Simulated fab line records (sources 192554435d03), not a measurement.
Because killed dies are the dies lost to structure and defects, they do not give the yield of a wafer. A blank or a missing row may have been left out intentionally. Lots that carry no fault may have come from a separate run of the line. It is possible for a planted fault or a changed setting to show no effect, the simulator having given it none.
Which tool is to blame?    flow n5Finfet    Sampling: 24 lots, 72 wafers, 4 of 1938 route steps

== WHAT EACH GAUGE READ, for each wafer ==
N5_HKMG_FIN_CD_MEAS_49 targets a cd of 202 nm. Usual: cdNm 202.1 nm, standard deviation 0.63.
lot   measured     on        cdNm (nm)          flag
L074  day 4 01:02  cdSem-02  203.4 202.2 202.9  
L075  day 4 09:28  cdSem-03  202.1 201.6 201.7  
L076  day 4 13:31  cdSem-01  201.6 201.9 202.8  
L077  day 4 18:22  cdSem-02  202.2 203.0 202.3  
L078  day 5 00:36  cdSem-01  201.8 202.2 202.1  
L079  day 5 06:58  cdSem-01  201.9 202.1 201.4  
L080  day 5 14:54  cdSem-01  201.9 202.8 203.1  
L081  day 5 20:39  cdSem-03  201.3 201.2 200.5  
L082  day 6 00:35  cdSem-02  201.7 201.5 201.9  
L083  day 6 07:56  cdSem-02  203.5 202.8 203.4  
L084  day 6 12:11  cdSem-03  201.6 201.3 201.9  
L085  day 6 16:26  cdSem-02  202.0 202.1 202.6  
L086  day 7 01:41  cdSem-03  203.1 202.7 202.4  
L087  day 7 08:19  cdSem-02  201.7 202.1 201.7  
L088  day 7 11:10  cdSem-03  201.5 201.6 202.2  
L089  day 7 17:54  cdSem-01  201.2 201.4 201.4  
L090  day 8 03:02  cdSem-02  202.3 203.5 201.9  
L091  day 8 06:06  cdSem-01  202.0 202.0 202.3  
L092  day 8 11:26  cdSem-03  201.6 202.0 201.7  
L093  day 8 20:16  cdSem-01  201.4 201.8 201.5  
L094  day 9 03:59  cdSem-02  201.2 202.1 202.2  
L095  day 9 06:44  cdSem-03  201.5 202.1 202.4  
L096  day 9 12:16  cdSem-02  202.3 202.0 202.0  
L097  day 9 21:47  cdSem-03  202.9 202.3 202.5  

N5_HKMG_FIN_CD_MEAS_12 targets a cd of 92.8 nm. Usual: cdNm 92.6 nm, standard deviation 0.56.
lot   measured      on        cdNm (nm)       flag
L074  day 4 04:25   cdSem-02  92.7 92.4 92.3  
L075  day 4 12:47   cdSem-03  92.2 91.6 92.2  
L076  day 4 17:16   cdSem-03  92.3 91.5 92.2  
L077  day 4 21:53   cdSem-03  92.2 94.0 92.9  
L078  day 5 03:58   cdSem-03  92.9 92.4 92.7  
L079  day 5 10:40   cdSem-02  92.3 92.1 92.5  
L080  day 5 18:33   cdSem-01  92.3 93.2 93.3  
L081  day 6 00:02   cdSem-03  92.8 92.2 93.1  
L082  day 6 03:54   cdSem-01  92.7 92.6 92.7  
L083  day 6 11:28   cdSem-02  92.4 92.4 92.7  
L084  day 6 15:50   cdSem-02  92.5 92.5 92.4  
L085  day 6 19:56   cdSem-01  92.5 92.9 93.5  
L086  day 7 05:04   cdSem-01  93.0 93.0 92.9  
L087  day 7 11:43   cdSem-02  91.7 91.7 91.3  
L088  day 7 14:32   cdSem-02  92.9 92.7 92.5  
L089  day 7 21:16   cdSem-02  93.5 93.4 92.8  
L090  day 8 06:49   cdSem-03  91.7 92.0 92.1  
L091  day 8 09:45   cdSem-02  91.6 92.2 91.8  
L092  day 8 15:00   cdSem-02  92.8 93.4 92.7  
L093  day 8 23:47   cdSem-02  92.4 92.0 92.3  
L094  day 9 07:16   cdSem-01  93.4 93.1 93.2  
L095  day 9 10:12   cdSem-03  91.6 92.5 92.5  
L096  day 9 15:33   cdSem-03  92.0 93.0 93.0  
L097  day 10 01:10  cdSem-01  93.0 92.7 93.0  

== WHAT TOOL EACH LOT RAN ON (gives the tool, then ch and the chambers of the sampled wafers, and finally the start) ==
lot   N5_HKMG_FIN_STRIP_60                N5_HKMG_FIN_ALD_36
L074  plasmaAsher-02 ch 0,1, day 4 01:59  aldMetal-02 ch 0,1, day 4 03:16
L075  plasmaAsher-01 ch 0,1, day 4 10:26  aldMetal-04 ch 0,1,3, day 4 11:44
L076  plasmaAsher-01 ch 0,1, day 4 14:29  aldMetal-02 ch 1,2,3, day 4 16:00
L077  plasmaAsher-01 ch 0,1, day 4 19:34  aldMetal-04 ch 0,1, day 4 20:43
L078  plasmaAsher-02 ch 0,1, day 5 01:34  aldMetal-02 ch 0,2,3, day 5 02:49
L079  plasmaAsher-02 ch 0,1, day 5 08:23  aldMetal-03 ch 0,2,3, day 5 09:31
L080  plasmaAsher-01 ch 0,1, day 5 16:11  aldMetal-02 ch 0,1,3, day 5 17:19
L081  plasmaAsher-01 ch 0,1, day 5 21:44  aldMetal-03 ch 1,2,3, day 5 22:59
L082  plasmaAsher-01 ch 0,1, day 6 01:34  aldMetal-02 ch 1,2,3, day 6 02:49
L083  plasmaAsher-02 ch 0,1, day 6 08:55  aldMetal-04 ch 0,1, day 6 10:19
L084  plasmaAsher-02 ch 0,1, day 6 13:19  aldMetal-04 ch 0,1,3, day 6 14:35
L085  plasmaAsher-02 ch 0,1, day 6 17:25  aldMetal-04 ch 1,2,3, day 6 18:47
L086  plasmaAsher-01 ch 0,1, day 7 02:39  aldMetal-03 ch 0,1,3, day 7 03:54
L087  plasmaAsher-01 ch 0,1, day 7 09:17  aldMetal-02 ch 1,2,3, day 7 10:33
L088  plasmaAsher-01 ch 0,1, day 7 12:08  aldMetal-02 ch 0,1,2, day 7 13:22
L089  plasmaAsher-01 ch 0,1, day 7 18:52  aldMetal-04 ch 1,2,3, day 7 20:07
L090  plasmaAsher-02 ch 0,1, day 8 04:19  aldMetal-02 ch 0,1, day 8 05:40
L091  plasmaAsher-01 ch 0,1, day 8 07:05  aldMetal-03 ch 0,3, day 8 08:35
L092  plasmaAsher-02 ch 0,1, day 8 12:35  aldMetal-03 ch 0,1,2, day 8 13:58
L093  plasmaAsher-02 ch 0,1, day 8 21:14  aldMetal-03 ch 1,2,3, day 8 22:38
L094  plasmaAsher-01 ch 0,1, day 9 04:56  aldMetal-02 ch 1,3, day 9 06:14
L095  plasmaAsher-01 ch 0,1, day 9 07:44  aldMetal-03 ch 1,2, day 9 09:02
L096  plasmaAsher-01 ch 0,1, day 9 13:16  aldMetal-03 ch 0,1, day 9 14:31
L097  plasmaAsher-02 ch 1, day 9 22:45    aldMetal-04 ch 0,2,3, day 10 00:01
- N5_HKMG_FIN_STRIP_60: strips in N2/H2, time 360 s.
- N5_HKMG_FIN_ALD_36: deposits TiN, target thk 1 nm, pulse time 1 s, purge time 3 s.

== WHAT THE TOOLS THEMSELVES READ (means of the sampled wafers that have a number; where no wafer has one, the mark that the record gives instead) ==
N5_HKMG_FIN_STRIP_60. Usual: drypumpMotorCurrentA 5.7 A, standard deviation 0.67; heaterPowerW 457 W, standard deviation 71.
lot   tool            drypumpMotorCurrentA (A)  heaterPowerW (W)  flag
L074  plasmaAsher-02  6.4                       501               
L075  plasmaAsher-01  5.1                       453               
L076  plasmaAsher-01  5.4                       424               
L077  plasmaAsher-01  5.1                       448               
L078  plasmaAsher-02  6.4                       521               
L079  plasmaAsher-02  6.2                       450               
L080  plasmaAsher-01  5.1                       451               
L081  plasmaAsher-01  5.1                       450               
L082  plasmaAsher-01  5.4                       425               
L083  plasmaAsher-02  6.2                       452               
L084  plasmaAsher-02  6.2                       445               
L085  plasmaAsher-02  6.2                       454               
L086  plasmaAsher-01  5.1                       453               
L087  plasmaAsher-01  5.1                       449               
L088  plasmaAsher-01  5.4                       424               
L089  plasmaAsher-01  5.1                       458               
L090  plasmaAsher-02  6.4                       510               
L091  plasmaAsher-01  5.1                       454               
L092  plasmaAsher-02  6.2                       449               
L093  plasmaAsher-02  6.2                       442               
L094  plasmaAsher-01  5.1                       446               
L095  plasmaAsher-01  5.4                       432               
L096  plasmaAsher-01  5.5                       421               
L097  plasmaAsher-02  6.5                       576               

N5_HKMG_FIN_ALD_36. Usual: heaterPowerW 920 W, standard deviation 61; precursorPulseHeightRel 1.001, standard deviation 0.018.
lot   tool         heaterPowerW (W)  precursorPulseHeightRel  flag
L074  aldMetal-02  875               0.990                    
L075  aldMetal-04  950               1.000                    
L076  aldMetal-02  921               0.987                    
L077  aldMetal-04  989               0.994                    
L078  aldMetal-02  914               1.002                    
L079  aldMetal-03  916               0.999                    
L080  aldMetal-02  892               1.012                    
L081  aldMetal-03  939               1.003                    
L082  aldMetal-02  939               1.008                    
L083  aldMetal-04  985               1.012                    
L084  aldMetal-04  933               0.992                    
L085  aldMetal-04  903               0.996                    
L086  aldMetal-03  918               1.007                    
L087  aldMetal-02  932               0.995                    
L088  aldMetal-02  916               1.004                    
L089  aldMetal-04  909               0.994                    
L090  aldMetal-02  903               0.996                    
L091  aldMetal-03  895               1.021                    
L092  aldMetal-03  935               1.024                    
L093  aldMetal-03  920               0.982                    
L094  aldMetal-02  918               0.995                    
L095  aldMetal-03  952               0.981                    
L096  aldMetal-03  925               1.003                    
L097  aldMetal-04  874               1.011                    

== THE ANSWER, worked out from the rows above alone ==
Rule: take the mean of a lot's wafers that have a number; if it is more than 3 standard deviations from the usual mean, the lot is off. A lot without any number at a reading at which 4 lots or more have one is off too. Any other lot the step has rows for is counted as sound. The gauges are gone through in route order, then the tools' own readings, and for those a lot's mean is taken as printed above. At the first step where some lot is off, the reading lying furthest off is the one used; lots without a number count as furthest.
Across all readings shown, no lot is off: no conclusion can be drawn from this.

== WHAT THE SIMULATOR HAD INSERTED ==
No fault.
